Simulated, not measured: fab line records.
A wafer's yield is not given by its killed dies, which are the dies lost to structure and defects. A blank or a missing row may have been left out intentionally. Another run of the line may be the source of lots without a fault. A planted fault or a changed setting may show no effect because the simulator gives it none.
fab line records	flow n5_finfet
[record] lots = 24	wafers = 72	last_day = 18
route steps=1938 shown BEOL_M3@956 BEOL_M4@1022
lots untouched by any fault: they come from a run of this same line in which no faults occurred
start_h: the number of hours between the record's first day and the start of the first shown wafer of the lot	wait_h: hours since the lot's step before	" identical to the entry in the row above	L1.1+2: one row covering several wafers at once	- either no value or no given start	* or withheld: withheld	< > ~ a bound
route shown NAME@n: names a module that has steps shown in the file, with the first one's number in the route	usual: average and standard deviation across the fault-free wafers	same: alike in all rows	chamber/n: place in a boat	sites: the reading at each site	_std_site: their standard deviation	_edge_site: outer sites' mean less inner sites'	radius_mm: how far each site lies from the wafer's centre	mask NAME#n: copy n	behind: the most recent tool/chamber to have shaped the wafer	hold: why the lot was held/for how many hours/how that ended	device: whichever transistor did not switch (one of n, p or np)	end of line: tests run on the same wafers once the route is complete	a step without rows: its recipe alone	killed: dies that structure and defects cost at the first sort, which is not the same as the wafer's yield	map: dies across one wafer; x = killed, . = not, _ = none there
set.NAME: setting as actually run; set.NAME@STEP: the setting as run at that earlier step	model.NAME: the simulator's own value behind a step, which no gauge read
a sample of lots followed through the steps of the route, with each step as a table and each wafer as a row
services: when a tool's chamber went out of use (start_h, in hours from the record's first day, below 0 if earlier), for how many hours, and the reason
[[steps]]
[step N5_BEOL_M3_CD_MEAS_18]
[recipe] pitch_nm = 36	target_cd_nm = 18
[usual] cd_nm = 18.2/0.32
lot.wafer	tool	chamber	start_h	wait_h	cd_nm
L075.3	cd_sem-01	-	144.40	0.1	17.6
L075.4	"	-	"	"	18.0
L075.6	"	-	"	"	18.0
L074.2	cd_sem-03	-	148.50	0.1	18.2
L074.5	"	-	"	"	18.1
L074.6	"	-	"	"	18.4
L076.1	cd_sem-03	-	150.86	0.0	18.2
L076.3	"	-	"	"	18.1
L076.5	"	-	"	"	17.6
L077.1	cd_sem-02	-	155.33	0.0	17.8
L077.2	"	-	"	"	18.6
L077.3	"	-	"	"	17.9
L079.3	cd_sem-01	-	169.70	0.1	18.1
L079.5	"	-	"	"	17.8
L079.6	"	-	"	"	18.3
L078.1	cd_sem-03	-	178.43	0.0	18.4
L078.5	"	-	"	"	17.9
L078.6	"	-	"	"	18.1
L080.3	cd_sem-02	-	185.21	0.1	18.2
L080.4	"	-	"	"	18.5
L080.6	"	-	"	"	18.1
L081.3	cd_sem-02	-	189.12	0.1	18.2
L081.4	"	-	"	"	18.5
L081.5	"	-	"	"	18.2
L082.2	cd_sem-01	-	189.35	0.1	18.3
L082.3	"	-	"	"	18.7
L082.6	"	-	"	"	18.5
L083.2	cd_sem-01	-	191.99	0.1	18.2
L083.5	"	-	"	"	18.1
L083.6	"	-	"	"	18.0
L084.1	cd_sem-01	-	211.39	0.0	18.3
L084.3	"	-	"	"	18.5
L084.5	"	-	"	"	18.4
L085.1	cd_sem-02	-	221.41	0.0	18.1
L085.3	"	-	"	"	18.1
L085.4	"	-	"	"	18.7
L086.2	cd_sem-02	-	222.16	0.1	18.1
L086.4	"	-	"	"	18.5
L086.5	"	-	"	"	18.4
L087.1	cd_sem-03	-	242.13	0.0	17.4
L087.4	"	-	"	"	17.9
L087.5	"	-	"	"	17.7
L088.2	cd_sem-01	-	248.00	0.1	18.2
L088.5	"	-	"	"	18.1
L088.6	"	-	"	"	17.6
L089.1	cd_sem-02	-	248.12	0.0	18.7
L089.4	"	-	"	"	18.7
L089.6	"	-	"	"	18.1
L091.2	cd_sem-01	-	250.75	0.1	18.8
L091.5	"	-	"	"	18.5
L091.6	"	-	"	"	18.6
L090.2	cd_sem-01	-	252.40	0.1	17.9
L090.4	"	-	"	"	18.0
L090.5	"	-	"	"	18.3
L092.4	cd_sem-03	-	259.47	0.0	18.7
L092.5	"	-	"	"	18.5
L092.6	"	-	"	"	18.5
L093.1	cd_sem-02	-	265.36	0.0	18.4
L093.2	"	-	"	"	17.4
L093.6	"	-	"	"	17.7
L094.1	cd_sem-02	-	266.27	0.0	18.4
L094.4	"	-	"	"	18.3
L094.5	"	-	"	"	18.1
L095.1	cd_sem-01	-	271.60	0.0	18.4
L095.3	"	-	"	"	18.2
L095.4	"	-	"	"	18.4
L096.3	cd_sem-03	-	286.97	0.1	18.4
L096.4	"	-	"	"	17.9
L096.6	"	-	"	"	18.1
L097.2	cd_sem-03	-	292.27	0.1	18.3
L097.3	"	-	"	"	18.9
L097.5	"	-	"	"	17.7
[step N5_BEOL_M3_ETCH_69]
[recipe] chemistry = CF4	target = SiARC	target_depth_a = 156	mask_material = CAR-EUV	time_s = 26	ion_energy_ev = 80	pressure_mtorr = 40	source_w = 545	bias_w = 36	Ar_flow_sccm = 100	cf4_flow_sccm = 100	ends = cleared
[usual] drypump_motor_current_A = 5.6/0.44	etch_rf_on_time_s = 25.9/0.44	oes_product_au = 0.67/0.076	rf_fwd_power_W = 532.0/1.9	rf_vpp_V = 183.7/1.1	showerhead_plenum_p_Torr = 2.12/0.073	throttle_valve_pct = 15.49/0.24
lot.wafer	tool	chamber	start_h	wait_h	drypump_motor_current_A	etch_rf_on_time_s	oes_product_au	rf_fwd_power_W	rf_hours_counter_h	rf_vpp_V	showerhead_plenum_p_Torr	throttle_valve_pct
L075.3	rie_diel-03	0	145.03	0.0	6.1	25.6	0.59	530.1	227	183.5	2.10	15.43
L075.4	"	3	"	"	5.7	26.2	0.59	535.7	-	184.2	2.13	15.83
L075.6	"	0	"	"	6.0	25.9	0.59	533.0	-	183.7	2.10	15.43
L074.2	rie_diel-03	1	149.03	0.0	6.3	25.8	0.60	529.5	231	185.4	2.20	15.99
L074.5	"	1	"	"	6.3	26.1	0.60	530.9	-	185.8	2.20	16.00
L074.6	"	3	"	"	5.7	25.8	0.59	533.2	-	183.6	2.13	15.84
L076.1	rie_diel-04	0	151.47	0.0	5.8	25.5	0.60	531.6	234	183.1	2.10	15.91
L076.3	"	1	"	"	5.6	25.7	0.66	531.3	132	181.9	1.98	15.36
L076.5	"	2	"	"	6.2	26.2	0.75	532.3	-	183.5	2.18	15.12
L077.1	rie_diel-04	0	155.95	0.0	5.8	26.2	0.59	533.3	235	183.3	2.10	15.88
L077.2	"	2	"	"	6.2	26.3	0.75	535.1	42	182.5	2.18	15.13
L077.3	"	3	"	"	5.2	25.5	0.61	529.6	200	182.8	2.04	15.55
L079.3	rie_diel-03	0	170.32	0.0	6.1	25.8	0.59	531.2	236	183.8	2.10	15.46
L079.5	"	1	"	"	6.3	26.3	0.60	530.8	-	184.8	2.20	16.02
L079.6	"	0	"	"	6.0	26.1	0.58	533.0	-	184.6	2.10	15.47
L078.1	rie_diel-04	0	178.92	0.0	5.8	25.8	0.60	536.3	241	183.5	2.10	15.88
L078.5	"	3	"	"	5.2	25.5	0.60	533.1	-	181.4	2.04	15.55
L078.6	"	2	"	"	6.2	26.3	0.74	533.2	-	184.4	2.18	15.12
L080.3	rie_diel-04	3	185.70	0.0	5.2	25.5	0.60	532.3	207	183.7	2.04	15.57
L080.4	"	1	"	"	5.7	25.6	0.65	532.5	141	181.8	1.97	15.38
L080.6	"	0	"	"	5.8	25.8	0.59	537.5	-	182.5	2.10	15.92
L081.3	rie_diel-01	2	189.61	0.0	5.2	26.4	0.66	535.7	135	182.9	2.07	15.55
L081.4	"	3	"	"	5.6	26.5	0.64	530.6	-	184.9	2.24	15.51
L081.5	"	0	"	"	4.9	26.7	0.80	534.0	-	183.0	2.11	15.19
L082.2	rie_diel-04	1	190.01	0.0	5.7	25.6	0.65	529.6	142	182.0	1.97	15.39
L082.3	"	2	"	"	6.2	26.2	0.74	532.0	50	184.3	2.18	15.14
L082.6	"	1	"	"	5.7	25.6	0.65	529.6	-	181.4	1.97	15.36
L083.2	rie_diel-03	3	192.61	0.0	5.7	26.1	0.58	533.2	241	182.6	2.13	15.86
L083.5	"	1	"	"	6.3	26.0	0.59	531.6	-	185.0	2.19	16.02
L083.6	"	0	"	"	6.0	25.6	0.58	531.2	-	184.6	2.10	15.47
L084.1	rie_diel-01	3	211.88	0.0	5.6	26.1	0.65	532.5	160	185.1	2.23	15.51
L084.3	"	2	"	"	5.2	26.3	0.67	531.4	141	183.3	2.07	15.56
L084.5	"	3	"	"	5.6	26.2	0.64	532.6	-	185.3	2.23	15.53
L085.1	rie_diel-01	3	222.03	0.0	5.6	26.0	0.64	533.9	164	185.6	2.23	15.52
L085.3	"	2	"	"	5.2	25.8	0.67	531.8	145	182.6	2.07	15.57
L085.4	"	1	"	"	5.7	25.1	0.73	532.2	85	181.7	2.09	15.36
L086.2	rie_diel-01	0	222.65	0.0	4.9	26.5	0.78	531.7	19	183.8	2.11	15.21
L086.4	"	1	"	"	5.8	25.5	0.72	532.0	85	183.6	2.09	15.36
L086.5	"	3	"	"	5.6	26.4	0.64	528.4	-	184.5	2.23	15.53
L087.1	rie_diel-01	1	242.63	0.0	5.8	25.2	0.72	529.8	93	182.7	2.09	15.39
L087.4	"	1	"	"	5.7	25.4	0.71	530.8	-	183.2	2.09	15.38
L087.5	"	3	"	"	5.6	26.2	0.63	532.1	-	185.9	2.23	15.56
L088.2	rie_diel-03	1	248.61	0.0	6.3	25.1	0.80	532.3	7	184.3	2.19	15.57
L088.5	"	1	"	"	6.3	25.1	0.80	531.5	-	184.8	2.19	15.58
L088.6	"	3	"	"	5.7	26.2	0.56	537.3	-	183.7	2.12	15.91
L089.1	rie_diel-04	1	248.67	0.0	5.7	25.9	0.63	531.6	161	181.2	1.97	15.42
L089.4	"	3	"	"	5.2	25.4	0.59	532.5	-	183.3	2.04	15.60
L089.6	"	1	"	"	5.6	25.9	0.63	529.1	-	181.9	1.97	15.40
L091.2	rie_diel-04	1	251.35	0.0	5.7	26.0	0.63	529.2	163	181.8	1.97	15.41
L091.5	"	2	"	"	6.2	26.2	0.72	533.2	-	183.4	2.17	15.17
L091.6	"	3	"	"	5.1	25.4	0.59	532.4	-	181.4	2.04	15.60
L090.2	rie_diel-01	2	252.90	0.0	5.2	26.2	0.65	532.7	157	182.8	2.06	15.58
L090.4	"	1	"	"	5.8	25.9	0.71	532.3	97	185.3	2.08	15.38
L090.5	"	3	"	"	5.6	26.5	0.63	528.2	-	184.7	2.23	15.56
L092.4	rie_diel-01	2	260.08	0.0	5.2	25.9	0.65	532.7	159	182.0	2.06	15.59
L092.5	"	3	"	"	5.6	26.1	0.63	530.5	-	184.9	2.23	15.55
L092.6	"	0	"	"	5.0	26.1	0.76	532.3	-	184.2	2.10	15.23
L093.1	rie_diel-01	0	265.86	0.0	5.0	26.6	0.76	531.2	31	183.3	2.10	15.25
L093.2	"	2	"	"	5.2	26.3	0.64	530.1	161	182.2	2.06	15.60
L093.6	"	3	"	"	5.6	26.6	0.62	529.7	-	184.8	2.23	15.57
L094.1	rie_diel-03	0	266.77	0.0	6.0	25.1	0.86	528.9	2	184.2	2.09	15.02
L094.4	"	2	"	"	5.1	25.8	0.75	531.1	-	185.4	2.18	15.31
L094.5	"	1	"	"	6.3	25.4	0.78	533.0	-	184.1	2.19	15.61
L095.1	rie_diel-03	0	272.22	0.0	6.0	24.7	0.85	532.3	4	184.8	2.09	15.02
L095.3	"	1	"	"	6.3	25.0	0.78	533.6	17	184.0	2.19	15.62
L095.4	"	0	"	"	6.0	25.1	0.84	531.8	-	185.4	2.09	15.03
L096.3	rie_diel-01	0	287.59	0.0	4.9	26.4	0.75	528.7	35	183.5	2.10	15.24
L096.4	"	1	"	"	5.8	25.6	0.70	529.5	109	182.0	2.08	15.42
L096.6	"	3	"	"	5.6	26.7	0.62	532.3	-	184.6	2.22	15.57
L097.2	rie_diel-01	0	292.89	0.0	4.9	26.7	0.74	531.5	38	184.0	2.10	15.24
L097.3	"	2	"	"	5.2	26.0	0.64	528.9	170	181.8	2.06	15.62
L097.5	"	1	"	"	5.8	25.8	0.69	533.6	-	183.0	2.08	15.41
[step N5_BEOL_M3_OCD_MEAS_38]
[usual] trench_depth_nm = 55.3/1.1
lot.wafer	tool	chamber	start_h	wait_h	trench_depth_nm
L075.3	ocd-02	-	146.22	-	55.1
L075.4	"	-	"	"	55.4
L075.6	"	-	"	"	56.3
L074.2	ocd-02	-	149.64	-	54.3
L074.5	"	-	"	"	54.3
L074.6	"	-	"	"	54.7
L076.1	ocd-02	-	153.89	-	54.8
L076.3	"	-	"	"	55.2
L076.5	"	-	"	"	56.3
L077.1	ocd-02	-	159.30	-	55.2
L077.2	"	-	"	"	54.5
L077.3	"	-	"	"	54.6
L079.3	ocd-01	-	177.55	-	56.1
L079.5	"	-	"	"	53.7
L079.6	"	-	"	"	54.1
L078.1	ocd-01	-	181.93	-	55.9
L078.5	"	-	"	"	55.1
L078.6	"	-	"	"	54.9
L080.3	ocd-01	-	191.90	-	54.1
L080.4	"	-	"	"	54.9
L080.6	"	-	"	"	54.2
L081.3	ocd-01	-	194.86	-	55.0
L081.4	"	-	"	"	54.5
L081.5	"	-	"	"	54.8
L082.2	ocd-01	-	194.93	-	55.0
L082.3	"	-	"	"	55.6
L082.6	"	-	"	"	55.8
L083.2	ocd-02	-	195.17	-	55.5
L083.5	"	-	"	"	54.7
L083.6	"	-	"	"	56.5
L084.1	ocd-01	-	213.43	-	54.0
L084.3	"	-	"	"	54.1
L084.5	"	-	"	"	56.0
L085.1	ocd-01	-	222.66	-	54.9
L085.3	"	-	"	"	55.7
L085.4	"	-	"	"	54.6
L086.2	ocd-02	-	226.27	-	56.3
L086.4	"	-	"	"	54.7
L086.5	"	-	"	"	54.1
L087.1	ocd-02	-	243.56	-	57.2
L087.4	"	-	"	"	57.4
L087.5	"	-	"	"	58.1
L089.1	ocd-01	-	251.33	-	55.5
L089.4	"	-	"	"	54.9
L089.6	"	-	"	"	55.2
L088.2	ocd-02	-	251.33	-	56.2
L088.5	"	-	"	"	56.6
L088.6	"	-	"	"	55.1
L091.2	ocd-02	-	254.67	-	54.4
L091.5	"	-	"	"	54.5
L091.6	"	-	"	"	54.4
L090.2	ocd-02	-	255.01	-	54.3
L090.4	"	-	"	"	54.2
L090.5	"	-	"	"	56.9
L092.4	ocd-01	-	264.03	-	56.6
L092.5	"	-	"	"	54.2
L092.6	"	-	"	"	55.0
L093.1	ocd-01	-	269.63	-	55.1
L093.2	"	-	"	"	56.5
L093.6	"	-	"	"	56.2
L094.1	ocd-02	-	269.74	-	57.7
L094.4	"	-	"	"	55.5
L094.5	"	-	"	"	57.2
L095.1	ocd-02	-	277.69	-	54.7
L095.3	"	-	"	"	55.2
L095.4	"	-	"	"	55.4
L096.3	ocd-02	-	288.33	-	57.8
L096.4	"	-	"	"	56.6
L096.6	"	-	"	"	57.3
L097.2	ocd-02	-	294.79	-	55.2
L097.3	"	-	"	"	54.2
L097.5	"	-	"	"	55.8
[step N5_BEOL_M3_ANNEAL_95]
[recipe] temp_c = 400	time_s = 240	ambient = vacuum
[usual] heater_power_w = 870/41
lot.wafer	tool	chamber	start_h	wait_h	heater_power_w
L075.3	pvd_sputter-01	-	149.07	0.0	931
L075.4	"	-	"	"	837
L075.6	"	-	"	"	829
L074.2	pvd_sputter-02	-	153.97	0.0	837
L074.5	"	-	"	"	897
L074.6	"	-	"	"	833
L076.1	pvd_sputter-03	-	157.01	0.0	828
L076.3	"	-	"	"	822
L076.5	"	-	"	"	926
L077.1	pvd_sputter-03	-	163.57	0.0	854
L077.2	"	-	"	"	904
L077.3	"	-	"	"	821
L079.3	pvd_sputter-03	-	181.84	0.0	960
L079.5	"	-	"	"	951
L079.6	"	-	"	"	845
L078.1	pvd_sputter-01	-	184.54	0.0	842
L078.5	"	-	"	"	818
L078.6	"	-	"	"	946
L080.3	pvd_sputter-03	-	194.41	0.0	821
L080.4	"	-	"	"	874
L080.6	"	-	"	"	833
L082.2	pvd_sputter-01	-	197.76	0.0	843
L082.3	"	-	"	"	858
L082.6	"	-	"	"	847
L081.3	pvd_sputter-02	-	197.79	0.0	856
L081.4	"	-	"	"	895
L081.5	"	-	"	"	884
L083.2	pvd_sputter-03	-	198.28	0.0	906
L083.5	"	-	"	"	881
L083.6	"	-	"	"	808
L084.1	pvd_sputter-02	-	216.16	0.0	833
L084.3	"	-	"	"	867
L084.5	"	-	"	"	887
L085.1	pvd_sputter-03	-	225.10	0.0	835
L085.3	"	-	"	"	887
L085.4	"	-	"	"	808
L086.2	pvd_sputter-02	-	229.14	0.0	838
L086.4	"	-	"	"	893
L086.5	"	-	"	"	906
L087.1	pvd_sputter-02	-	246.36	0.0	895
L087.4	"	-	"	"	843
L087.5	"	-	"	"	828
L088.2	pvd_sputter-02	-	254.08	0.0	895
L088.5	"	-	"	"	889
L088.6	"	-	"	"	871
L089.1	pvd_sputter-02	-	255.92	0.0	827
L089.4	"	-	"	"	875
L089.6	"	-	"	"	850
L091.2	pvd_sputter-01	-	257.70	0.0	943
L091.5	"	-	"	"	832
L091.6	"	-	"	"	839
L090.2	pvd_sputter-02	-	258.10	0.0	876
L090.4	"	-	"	"	882
L090.5	"	-	"	"	809
L092.4	pvd_sputter-01	-	266.73	0.0	960
L092.5	"	-	"	"	843
L092.6	"	-	"	"	943
L093.1	pvd_sputter-02	-	272.30	0.0	934
L093.2	"	-	"	"	850
L093.6	"	-	"	"	877
L094.1	pvd_sputter-02	-	274.32	0.0	881
L094.4	"	-	"	"	836
L094.5	"	-	"	"	894
L095.1	pvd_sputter-01	-	280.42	0.0	924
L095.3	"	-	"	"	812
L095.4	"	-	"	"	841
L096.3	pvd_sputter-03	-	291.11	0.0	850
L096.4	"	-	"	"	827
L096.6	"	-	"	"	855
L097.2	pvd_sputter-02	-	297.19	0.0	823
L097.3	"	-	"	"	858
L097.5	"	-	"	"	827
[step N5_BEOL_M3_SPUTTER_96]
[recipe] material = Cu	target_thk_a = 45	temp_c = -20	chamber_pressure_pa = 0.07	power_w = withheld	time_s = 8.29
[usual] chamber_pressure_pa = 0.07/0.00015	throttle_valve_pct = 29.9/1.2
lot.wafer	tool	chamber	start_h	wait_h	chamber_pressure_pa	throttle_valve_pct
L075.3	pvd_sputter-01	-	149.21	0.1	0.06977	29.1
L075.4	"	-	"	"	0.0702	29.9
L075.6	"	-	"	"	0.07017	32.9
L074.2	pvd_sputter-02	-	154.11	0.1	0.06987	29.5
L074.5	"	-	"	"	0.06981	30.3
L074.6	"	-	"	"	0.07015	29.3
L076.1	pvd_sputter-03	-	157.15	0.1	0.06983	28.0
L076.3	"	-	"	"	0.07033	30.6
L076.5	"	-	"	"	0.07002	31.3
L077.1	pvd_sputter-03	-	163.71	0.1	0.07	28.4
L077.2	"	-	"	"	0.06981	29.9
L077.3	"	-	"	"	0.06991	30.9
L079.3	pvd_sputter-03	-	181.98	0.1	0.06998	30.8
L079.5	"	-	"	"	0.06995	30.9
L079.6	"	-	"	"	0.06989	28.2
L078.1	pvd_sputter-01	-	184.68	0.1	0.07006	30.5
L078.5	"	-	"	"	0.06993	32.4
L078.6	"	-	"	"	0.07003	29.3
L080.3	pvd_sputter-03	-	194.55	0.1	0.06997	30.5
L080.4	"	-	"	"	0.07016	29.9
L080.6	"	-	"	"	0.06991	28.3
L082.2	pvd_sputter-01	-	197.90	0.1	0.07007	30.5
L082.3	"	-	"	"	0.06986	32.6
L082.6	"	-	"	"	0.07008	30.6
L081.3	pvd_sputter-02	-	197.93	0.1	0.07019	29.5
L081.4	"	-	"	"	0.06992	27.7
L081.5	"	-	"	"	0.07031	28.1
L083.2	pvd_sputter-03	-	198.42	0.1	0.06991	30.0
L083.5	"	-	"	"	0.07011	29.7
L083.6	"	-	"	"	0.07008	30.6
L084.1	pvd_sputter-02	-	216.30	0.1	0.07027	29.4
L084.3	"	-	"	"	0.06984	30.6
L084.5	"	-	"	"	0.0699	30.0
L085.1	pvd_sputter-03	-	225.24	0.1	0.07027	28.3
L085.3	"	-	"	"	0.07013	29.6
L085.4	"	-	"	"	0.06998	31.0
L086.2	pvd_sputter-02	-	229.28	0.1	0.07029	29.4
L086.4	"	-	"	"	0.0702	28.2
L086.5	"	-	"	"	0.06993	30.7
L087.1	pvd_sputter-02	-	246.50	0.1	0.07019	29.8
L087.4	"	-	"	"	0.06982	29.2
L087.5	"	-	"	"	0.06982	29.6
L088.2	pvd_sputter-02	-	254.22	0.1	0.07007	30.9
L088.5	"	-	"	"	0.07001	27.9
L088.6	"	-	"	"	0.06997	30.5
L089.1	pvd_sputter-02	-	256.06	0.1	0.06993	29.3
L089.4	"	-	"	"	0.06992	28.0
L089.6	"	-	"	"	0.06992	29.7
L091.2	pvd_sputter-01	-	257.84	0.1	0.06994	29.1
L091.5	"	-	"	"	0.06978	30.7
L091.6	"	-	"	"	0.06991	29.7
L090.2	pvd_sputter-02	-	258.24	0.1	0.06996	29.9
L090.4	"	-	"	"	0.07002	30.6
L090.5	"	-	"	"	0.06983	29.3
L092.4	pvd_sputter-01	-	266.87	0.1	0.07006	29.2
L092.5	"	-	"	"	0.07032	32.5
L092.6	"	-	"	"	0.06981	29.4
L093.1	pvd_sputter-02	-	272.44	0.1	0.0701	28.2
L093.2	"	-	"	"	0.06986	29.4
L093.6	"	-	"	"	0.06994	30.5
L094.1	pvd_sputter-02	-	274.46	0.1	0.06962	29.7
L094.4	"	-	"	"	0.06982	29.2
L094.5	"	-	"	"	0.07006	28.0
L095.1	pvd_sputter-01	-	280.56	0.1	0.07008	29.4
L095.3	"	-	"	"	0.06965	32.6
L095.4	"	-	"	"	0.0701	29.3
L096.3	pvd_sputter-03	-	291.25	0.1	0.07	28.2
L096.4	"	-	"	"	0.07	30.7
L096.6	"	-	"	"	0.07005	28.4
L097.2	pvd_sputter-02	-	297.33	0.1	0.07005	29.2
L097.3	"	-	"	"	0.07013	28.0
L097.5	"	-	"	"	0.0701	29.6
[step N5_BEOL_M4_THK_MEAS_01]
[recipe] reads = SiOC_of_BEOL_M4_ILD_DEP_00
[usual] M4_ILD_THK = 79.3/0.93
lot.wafer	tool	chamber	start_h	wait_h	M4_ILD_THK[nm]
L075.3	film_metro-02	-	150.41	0.1	79.6
L075.4	"	-	"	"	80.8
L075.6	"	-	"	"	80.9
L074.2	film_metro-02	-	155.31	0.1	78.0
L074.5	"	-	"	"	78.7
L074.6	"	-	"	"	80.5
L076.1	film_metro-01	-	158.38	0.0	77.2
L076.3	"	-	"	"	77.6
L076.5	"	-	"	"	78.8
L077.1	film_metro-01	-	164.94	0.0	79.1
L077.2	"	-	"	"	79.2
L077.3	"	-	"	"	79.5
L079.3	film_metro-01	-	183.19	0.1	78.7
L079.5	"	-	"	"	79.7
L079.6	"	-	"	"	80.3
L078.1	film_metro-01	-	186.27	0.0	77.7
L078.5	"	-	"	"	79.0
L078.6	"	-	"	"	78.9
L080.3	film_metro-01	-	195.75	0.1	79.0
L080.4	"	-	"	"	79.8
L080.6	"	-	"	"	79.8
L082.2	film_metro-02	-	199.08	0.1	77.6
L082.3	"	-	"	"	78.0
L082.6	"	-	"	"	79.0
L081.3	film_metro-02	-	199.25	0.1	78.0
L081.4	"	-	"	"	79.5
L081.5	"	-	"	"	79.5
L083.2	film_metro-02	-	200.09	0.1	79.6
L083.5	"	-	"	"	79.9
L083.6	"	-	"	"	80.7
L084.1	film_metro-01	-	217.49	0.1	78.3
L084.3	"	-	"	"	80.1
L084.5	"	-	"	"	79.9
L085.1	film_metro-02	-	226.44	0.0	77.8
L085.3	"	-	"	"	79.7
L085.4	"	-	"	"	80.9
L086.2	film_metro-02	-	230.47	0.1	79.1
L086.4	"	-	"	"	80.1
L086.5	"	-	"	"	80.0
L087.1	film_metro-01	-	247.68	0.0	77.8
L087.4	"	-	"	"	79.1
L087.5	"	-	"	"	79.4
L088.2	film_metro-02	-	255.45	0.1	78.3
L088.5	"	-	"	"	80.7
L088.6	"	-	"	"	79.7
L089.1	film_metro-02	-	257.54	0.1	77.6
L089.4	"	-	"	"	79.7
L089.6	"	-	"	"	79.4
L091.2	film_metro-01	-	259.08	0.1	79.1
L091.5	"	-	"	"	79.1
L091.6	"	-	"	"	78.3
L090.2	film_metro-02	-	259.50	0.1	78.6
L090.4	"	-	"	"	79.5
L090.5	"	-	"	"	79.3
L092.4	film_metro-02	-	268.11	0.0	80.1
L092.5	"	-	"	"	79.4
L092.6	"	-	"	"	79.0
L093.1	film_metro-01	-	273.82	0.0	79.9
L093.2	"	-	"	"	78.6
L093.6	"	-	"	"	80.3
L094.1	film_metro-02	-	275.66	0.0	78.9
L094.4	"	-	"	"	81.0
L094.5	"	-	"	"	80.0
L095.1	film_metro-01	-	281.80	0.0	79.1
L095.3	"	-	"	"	79.8
L095.4	"	-	"	"	80.9
L096.3	film_metro-01	-	292.60	0.1	78.0
L096.4	"	-	"	"	79.6
L096.6	"	-	"	"	79.5
L097.2	film_metro-01	-	298.54	0.1	78.2
L097.3	"	-	"	"	79.7
L097.5	"	-	"	"	80.3
[[services]]
tool	chamber	start_h	hours	kind
rie_diel-04	1	136.39	8.7	repair
rie_diel-03	2	142.38	-	clean
rie_diel-03	2	142.38	-	consumable_replace:focus_ring
rie_diel-01	0	144.02	-	clean
rie_diel-01	0	144.02	-	consumable_replace:focus_ring
rie_diel-01	0	144.02	16.1	scheduled_down
rie_diel-01	0	144.02	16.1	vent_cycle
rie_diel-01	1	186.61	6.5	repair
rie_diel-04	3	198.65	1.7	repair
rie_diel-03	1	213.86	-	clean
rie_diel-03	1	213.86	-	consumable_replace:focus_ring
rie_diel-03	1	213.86	20.2	scheduled_down
rie_diel-03	1	213.86	20.2	vent_cycle
rie_diel-01	1	218.33	2.2	repair
rie_diel-03	0	234.11	-	clean
rie_diel-03	0	234.11	-	consumable_replace:focus_ring
rie_diel-03	0	234.11	26.9	scheduled_down
rie_diel-03	0	234.11	26.9	vent_cycle
rie_diel-04	0	235.68	-	clean
rie_diel-04	0	235.68	-	consumable_replace:focus_ring
rie_diel-04	-	237.68	2.8	pm
rie_diel-01	0	254.85	1.3	repair
rie_diel-01	0	269.55	3.6	repair
rie_diel-04	-	288.48	2.1	repair
[[key]]
fault none
